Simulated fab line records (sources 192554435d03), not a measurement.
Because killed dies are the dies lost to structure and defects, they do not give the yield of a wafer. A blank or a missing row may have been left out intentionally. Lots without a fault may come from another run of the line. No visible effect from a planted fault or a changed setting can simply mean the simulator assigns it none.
Chamber matching	flow n5 finfet	N5_BEOL_M5_CURE_80 on uv cure-03: 3 sister chambers
The step cures SiCOH lowk, time 120 s. 6 wafers are shown with their chamber, then 10 later ones without.

## EACH WAFER AND ITS CHAMBER
wafer	chamber	wafer_temp_C_max	lamp power pct (%)
L074.4	2	371.2	52.30
L074.5	2	371.6	52.38
L087.4	1	372.4	52.26
L087.6	1	374.0	52.24
L090.3	0	372.9	52.42
L090.4	0	372.0	52.33

## WAFERS WITHOUT THEIR CHAMBER
wafer	wafer_temp_C_max	lamp power pct (%)
L090.5	371.6	52.23
L092.1	371.2	52.40
L092.2	371.1	52.28
L092.6	371.4	52.37
L095.2	371.6	52.34
L095.5	371.7	52.29
L095.6	371.4	52.29
L097.2	370.6	52.43
L097.3	371.1	52.26
L097.6	371.0	52.29

## WHICH CHAMBER EACH ONE RAN IN
wafer	from the rows above	in truth
L090.5	can't be placed: 1 or 2 or 0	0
L092.1	can't be placed: 2 or 0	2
L092.2	can't be placed: 2 or 0 or 1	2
L092.6	can't be placed: 2 or 0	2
L095.2	can't be placed: 2 or 0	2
L095.5	can't be placed: 2 or 0 or 1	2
L095.6	can't be placed: 2 or 0 or 1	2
L097.2	can't be placed: 2 or 0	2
L097.3	can't be placed: 2 or 1 or 0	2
L097.6	can't be placed: 2 or 0 or 1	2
0 of 10 placed correctly. These rows do not allow placing 10 (true chamber among the candidates in 10). Number placed wrongly: 0.
How it was worked out, from the rows above alone: a wafer's distance from a chamber is the root of the sum, over the readings, of the square of ((its reading less the chamber's mean) divided by the reading's scatter). The wafer belongs to the nearest chamber; if the next one is less than 2 further off, it can't be placed. A chamber's mean is the mean of its shown wafers. The scatter: the root of (the sum of the squares of (reading less its chamber's mean) over the shown wafers, divided by (wafers less chambers)).
